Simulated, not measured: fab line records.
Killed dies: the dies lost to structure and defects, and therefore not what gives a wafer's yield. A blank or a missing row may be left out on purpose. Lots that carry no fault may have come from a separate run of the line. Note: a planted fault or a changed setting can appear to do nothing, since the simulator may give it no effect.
Chamber matching :: flow nand-harc :: 4 sister chambers for NHARC_P_CONTACT_CMP_24 on cmp-01
The step polishes, t overpolish 30 s, target thk 200 nm. 8 wafers are shown with their chamber, then 11 later ones without.

## WAFERS WITH THEIR CHAMBER
wafer: L084.2
chamber: 2
motor-current-A (A): 11.4
time-to-endpoint-s (s): 42.7

wafer: L084.5
chamber: 2
motor-current-A (A): 11.1
time-to-endpoint-s (s): 41.6

wafer: L086.3
chamber: 1
motor-current-A (A): 12.5
time-to-endpoint-s (s): 40.8

wafer: L086.5
chamber: 0
motor-current-A (A): 12.1
time-to-endpoint-s (s): 41.6

wafer: L085.1
chamber: 1
motor-current-A (A): 13.4
time-to-endpoint-s (s): 37.6

wafer: L085.2
chamber: 3
motor-current-A (A): 14.2
time-to-endpoint-s (s): 40.7

wafer: L085.6
chamber: 3
motor-current-A (A): 13.4
time-to-endpoint-s (s): 39.4

wafer: L088.1
chamber: 0
motor-current-A (A): 12.3
time-to-endpoint-s (s): 40.4

## WAFERS WITH NO CHAMBER GIVEN
wafer: L088.2
motor-current-A (A): 13.4
time-to-endpoint-s (s): 40.6

wafer: L088.4
motor-current-A (A): 10.8
time-to-endpoint-s (s): 39.5

wafer: L091.4
motor-current-A (A): 13.3
time-to-endpoint-s (s): 38.1

wafer: L091.5
motor-current-A (A): 11.6
time-to-endpoint-s (s): 39.4

wafer: L091.6
motor-current-A (A): 13.3
time-to-endpoint-s (s): 38.5

wafer: L094.1
motor-current-A (A): 13.5
time-to-endpoint-s (s): 42.0

wafer: L094.3
motor-current-A (A): 11.1
time-to-endpoint-s (s): 39.9

wafer: L094.6
motor-current-A (A): 13.2
time-to-endpoint-s (s): 40.5

wafer: L096.1
motor-current-A (A): 11.8
time-to-endpoint-s (s): 40.2

wafer: L096.4
motor-current-A (A): 13.3
time-to-endpoint-s (s): 38.5

wafer: L096.5
motor-current-A (A): 13.6
time-to-endpoint-s (s): 37.9

## EACH ONE'S CHAMBER
wafer: L088.2
from the rows above: can't be placed: 3 or 1 or 0
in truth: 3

wafer: L088.4
from the rows above: can't be placed: 2 or 0
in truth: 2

wafer: L091.4
from the rows above: can't be placed: 1 or 3
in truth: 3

wafer: L091.5
from the rows above: can't be placed: 0 or 2 or 1
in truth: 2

wafer: L091.6
from the rows above: can't be placed: 1 or 3
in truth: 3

wafer: L094.1
from the rows above: can't be placed: 3 or 1 or 0
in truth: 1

wafer: L094.3
from the rows above: can't be placed: 2 or 0
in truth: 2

wafer: L094.6
from the rows above: can't be placed: 1 or 3 or 0
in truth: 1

wafer: L096.1
from the rows above: can't be placed: 0 or 2 or 1
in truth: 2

wafer: L096.4
from the rows above: can't be placed: 1 or 3
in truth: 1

wafer: L096.5
from the rows above: can't be placed: 3 or 1
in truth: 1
Correctly placed: 0 of 11. Not placeable from these rows: 11 (in 11, the candidates include the true chamber). Wrongly placed: 0.
How it was worked out, from the rows above alone: a wafer's distance from a chamber is the root of the sum, over the readings, of the square of ((its reading less the chamber's mean) divided by the reading's scatter). The wafer belongs to the nearest chamber; if the next one is less than 2 further off, it can't be placed. For every chamber, the mean is computed from those of its wafers that are shown. How the scatter is found: for the shown wafers, subtract from each reading the mean of its chamber, square and add these, divide the total by (wafers less chambers), then take the root.
